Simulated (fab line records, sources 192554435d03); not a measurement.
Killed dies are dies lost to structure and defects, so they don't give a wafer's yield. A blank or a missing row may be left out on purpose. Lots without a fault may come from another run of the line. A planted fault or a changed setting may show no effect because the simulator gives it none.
Chamber matching | flow n5_finfet | N5_FIN_SAQP_FIN_ETCH_36 on rie_si-01: 4 sister chambers
The step etches the open film in HBr/Cl2/O2, target depth 120 nm, time 50.4 s. 4 wafers are shown with their chamber, then 7 later ones without.

WAFERS WITH THEIR CHAMBER
wafer  | chamber | throttle_valve_pct (%)
L082.3 | 0       | 36.46
L082.6 | 2       | 35.67
L085.1 | 3       | 36.36
L085.2 | 1       | 36.10

WAFERS WITHOUT THEIR CHAMBER
wafer  | throttle_valve_pct (%)
L085.6 | 36.37
L086.3 | 36.38
L086.5 | 36.48
L086.6 | 36.09
L095.4 | 36.46
L095.5 | 36.38
L095.6 | 35.66

WHICH CHAMBER EACH WENT THROUGH
wafer  | from the rows above | in truth
L085.6 | 3                   | 3
L086.3 | 3                   | 3
L086.5 | 0                   | 0
L086.6 | 1                   | 1
L095.4 | 0                   | 0
L095.5 | 3                   | 3
L095.6 | 2                   | 2
Placed correctly: 7 of 7. Can't be placed from these rows: 0. Placed wrongly: 0.
How it was worked out, from the rows above alone: a wafer's distance from a chamber is the root of the sum, over the readings, of the square of ((its reading less the chamber's mean) divided by the reading's scatter). The wafer belongs to the nearest chamber; if the next one is less than 2 further off, it can't be placed. A chamber's mean is the mean of its shown wafers. The scatter: with one shown wafer a chamber, the root of the mean of the squares of how far each hidden wafer lies from its nearest shown one.
